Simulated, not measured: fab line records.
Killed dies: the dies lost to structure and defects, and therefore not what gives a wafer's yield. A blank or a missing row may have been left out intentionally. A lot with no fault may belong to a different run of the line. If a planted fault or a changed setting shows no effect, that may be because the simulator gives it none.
Chamber matching	flow n5-finfet	N5_BEOL_M5_ETCH_75 on rie-diel-03: 4 sister chambers
The step etches underlayer in N2/H2, target depth 6.5 nm, time 5.2 s. 16 wafers are shown with their chamber, then 8 later ones without.

EACH WAFER AND ITS CHAMBER
wafer	chamber	showerhead-plenum-p-Torr (Torr)	drypump-motor-current-A (A)	throttle-valve-pct (%)
L074.4	3	2.54	5.6	18.11
L074.5	0	2.66	5.3	17.91
L074.6	1	2.49	5.5	17.82
L079.1	1	2.48	5.5	17.82
L079.4	0	2.66	5.3	17.97
L079.5	1	2.48	5.5	17.83
L081.3	0	2.66	5.3	17.97
L081.5	3	2.53	5.6	18.12
L081.6	0	2.66	5.4	17.94
L083.3	0	2.65	5.4	17.98
L083.4	3	2.53	5.5	18.14
L083.5	3	2.53	5.5	18.14
L084.4	3	2.53	5.6	18.12
L084.5	1	2.48	5.6	17.44
L084.6	2	2.48	5.8	17.53
L085.3	2	2.48	5.8	17.53

SIGNATURES (averages over the wafers above)
reading	chamber 0	chamber 1	chamber 2	chamber 3	scatter within a chamber
showerhead-plenum-p-Torr	2.6580	2.4825	2.4800	2.5320	0.00443
drypump-motor-current-A	5.340	5.525	5.800	5.560	0.0512
throttle-valve-pct	17.9540	17.7275	17.5300	18.1260	0.0976
Rule: a wafer lies at a distance from a chamber equal to the root of the sum of squares, over the readings, of (its reading less the chamber's mean, divided by the reading's scatter). If the next closest chamber is less than 2 further off than the closest, the wafer can't be placed; otherwise it belongs to the closest. The scatter: the root of (the sum of the squares of (reading less its chamber's mean) over the shown wafers, divided by (wafers less chambers)).

WAFERS WITHOUT THEIR CHAMBER
wafer	showerhead-plenum-p-Torr (Torr)	drypump-motor-current-A (A)	throttle-valve-pct (%)
L085.5	2.52	5.6	18.15
L085.6	2.65	5.3	17.98
L092.3	2.65	5.3	18.01
L092.4	2.47	5.8	17.55
L092.5	2.48	5.5	17.48
L096.1	2.64	5.4	18.02
L096.3	2.47	5.8	17.57
L096.6	2.47	5.5	17.49

CHAMBER TAKEN BY EACH
wafer	from the rows above	in truth
L085.5	3	3
L085.6	0	0
L092.3	0	0
L092.4	2	2
L092.5	1	1
L096.1	0	0
L096.3	2	2
L096.6	1	1
Correctly placed: 8 of 8. Number that these rows cannot place: 0. Number placed wrongly: 0.
